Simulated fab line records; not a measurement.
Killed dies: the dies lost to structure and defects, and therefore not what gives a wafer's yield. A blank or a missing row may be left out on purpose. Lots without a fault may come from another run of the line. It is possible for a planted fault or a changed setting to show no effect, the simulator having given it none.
Code-filled problem report in 8D (eight disciplines) form	flow nand-harc	the parts of the form that need people (team, actions taken, sign-off) are left out

1. WHAT IS WRONG
At NHARC_A_SOURCE_PLATE_INSPECT_08, raw-defect-count averages 836 over 6 wafers from 2 lots, while fault-free wafers read 60, standard deviation 25. That puts it +31 standard deviations away from the usual mean.
First observed at day 9 22:58: wafer L953.1, on defect-inspect-02. The record holds 36 wafers of 12 lots with a number at this step. By rule, "out" or "out of limits" means more than 4 standard deviations away from the usual mean. All remaining wafers that have a number are taken as sound.

2. WHAT IT IS, WHAT IT ISN'T
question	is	is not
which readings at this step	raw-defect-count	-
which lots	L952, L953	L948, L950, L961, L963, L965, L966, L967, L968, L969, L970
which wafers of those lots	all that have a number	-
read on which gauges	defect-inspect-01, defect-inspect-02	-
when	from day 9 22:58	up to then (6 sound wafers); but 24 sound wafers of L961, L963, L965, L966, L967, L968, L969, L970 came after

3. SUSPECTS, AND WHAT RULES EACH OUT
Counting: a tool at a process step up to the reading stays a suspect if it ran every lot that is out and no sound lot after the first of them.
- the gauge at NHARC_A_SOURCE_PLATE_INSPECT_08 has been ruled out. Those wafers that are out were read across 2 gauges (defect-inspect-01, defect-inspect-02).
- rie-diel-06 at NHARC_P_BONDPAD_DESCUM_11 (chemistry O2, time 3 s): ruled out as a lasting fault. Following L952 (day 8 21:11), the first lot on it that is out, the sound lots L963, L966, L967, L968, L969 were run on it.
- furnace-03 at NHARC_A_SOURCE_PLATE_OXIDE_02 (material SiO2, target thk 10 nm, ox time 1362 s): ruled out as a lasting fault. Following L952 (day 9 05:10), the first lot on it that is out, the sound lots L961, L966, L968, L969 were run on it.
Left after counting: nothing in the record.

4. THE CAUSE (what the simulator had put in)
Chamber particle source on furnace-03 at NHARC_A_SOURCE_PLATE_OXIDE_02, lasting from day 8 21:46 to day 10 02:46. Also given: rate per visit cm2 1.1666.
The count ruled it out by mistake, since the rule takes a fault to strike every lot its tool runs from the start of the fault on, and this one did not do so.

5. SEQUENCE OF EFFECTS, ordered by route
Each row: a reading where the mean over the struck wafers with a number is more than 3 standard deviations away from the usual. Scope: only readings with a usual standard deviation given in the record; hours: median across lots of the time from each lot's start at the first step in this table that gives one to its start at this step; sigmas: change in usual standard deviations.
hours	step	reading	usual	on struck wafers	change	sigmas
0	NHARC_A_SOURCE_PLATE_INSPECT_08	raw-defect-count	60	836	+776	+31
400	NHARC_END_SORT_01	killed-at-array	56	474	+418	+21
400	NHARC_END_SORT_01	killed-dies	61	475	+414	+20
Later steps that measure or inspect, where all struck wafers having a row at the step show a number for every such reading and not one has moved that far: NHARC_A_ONON_D1_THK_MEAS_05.

6. HOW IT WOULD HAVE BEEN CAUGHT EARLIER
In this record the first reading out of limits at a measuring or inspecting step was taken at day 9 22:58, 25 hours after the fault began at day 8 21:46.
An alarm limit of 4 standard deviations would not have fired on the tool readings at NHARC_A_SOURCE_PLATE_OXIDE_02 for which the record gives a usual standard deviation, since none of them was out on any struck wafer.
